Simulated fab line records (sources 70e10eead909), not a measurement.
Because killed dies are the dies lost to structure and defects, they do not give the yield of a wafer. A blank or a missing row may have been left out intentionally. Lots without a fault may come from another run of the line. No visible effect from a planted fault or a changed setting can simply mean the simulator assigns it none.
Code-filled problem report in 8D (eight disciplines) form ; flow nand-harc ; the parts of the form that need people (team, actions taken, sign-off) are left out

## 1. THE PROBLEM
Mean of plate-temp-C at NHARC_P_M0_PEB_07: 96.19 C across 9 wafers in 3 lots; on wafers with no fault it is 99.98 C (standard deviation 0.14). That is -27 standard deviations from the usual mean.
The step: peb time 65 s.
The first sign was on wafer L338.1 at day 8 01:53, on litho-track-06. At this step, 42 wafers from 14 lots have a number in the record. By rule, "out" or "out of limits" means more than 4 standard deviations away from the usual mean. Any other wafer with a number is counted as sound.

## 2. WHAT IT IS, AND WHAT IT ISN'T
question;is;is not
which readings at this step;plate-temp-C, heater-power-total-W;chill-plate-temp-C
which lots;L338, L339, L340;L329, L330, L331, L332, L343, L344, L345, L347, L349, L350, L351
which wafers of those lots;all that have a number;-
read on which tools;litho-track-06;litho-track-01, litho-track-04
when;from day 8 01:53;"up to then (12 sound wafers); but 21 sound wafers of L343, L344, L345, L347, L349, L350, L351 came after"

## 3. THE SUSPECTS, EACH WITH WHAT RULES IT OUT
Counting: a tool stays on the suspect list if, at a process step up to the reading, it processed all lots that are out and no sound lot following the first of them.
- litho-track-06 at NHARC_P_M0_PEB_07 (peb time 65 s): kept. It ran every lot that is out, first L338 (day 8 01:53), and no sound lot after that; its last sound lot up to then is L332 (day 6 14:32). Its own readings are out on those wafers: heater-power-total-W, plate-temp-C.
The count leaves litho-track-06 at NHARC_P_M0_PEB_07.

## 4. THE CAUSE (what the simulator had put in)
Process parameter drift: litho-track-06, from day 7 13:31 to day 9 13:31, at NHARC_P_M0_PEB_07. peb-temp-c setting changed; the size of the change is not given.
Counting left only this tool.

## 5. SEQUENCE OF EFFECTS, ordered by route
Each row: a reading where the mean over the struck wafers with a number is more than 3 standard deviations away from the usual. Readings are gone through only where the record gives a usual standard deviation; hours: the median, over the lots, of the time from a lot's start at the first step in this table giving one to that lot's start at this step; sigmas: the change measured in usual standard deviations.
hours;step;reading;usual;on struck wafers;change;sigmas
0;NHARC_P_M0_PEB_07;heater-power-total-W;156.6 W;148.4;-8.2;-19
0;NHARC_P_M0_PEB_07;plate-temp-C;99.98 C;96.19;-3.79;-27
Here are the process steps it includes:
- NHARC_P_M0_PEB_07: peb time 65 s.
At these later measuring or inspecting steps, every struck wafer for which the step has a row has a number for every such reading, and none has moved that far: NHARC_P_M0_OVL_MEAS_10.

## 6. WHAT WOULD HAVE CAUGHT IT SOONER
The fault began at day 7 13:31; the first out-of-limits reading in this record came at day 8 01:53, 12 hours later.
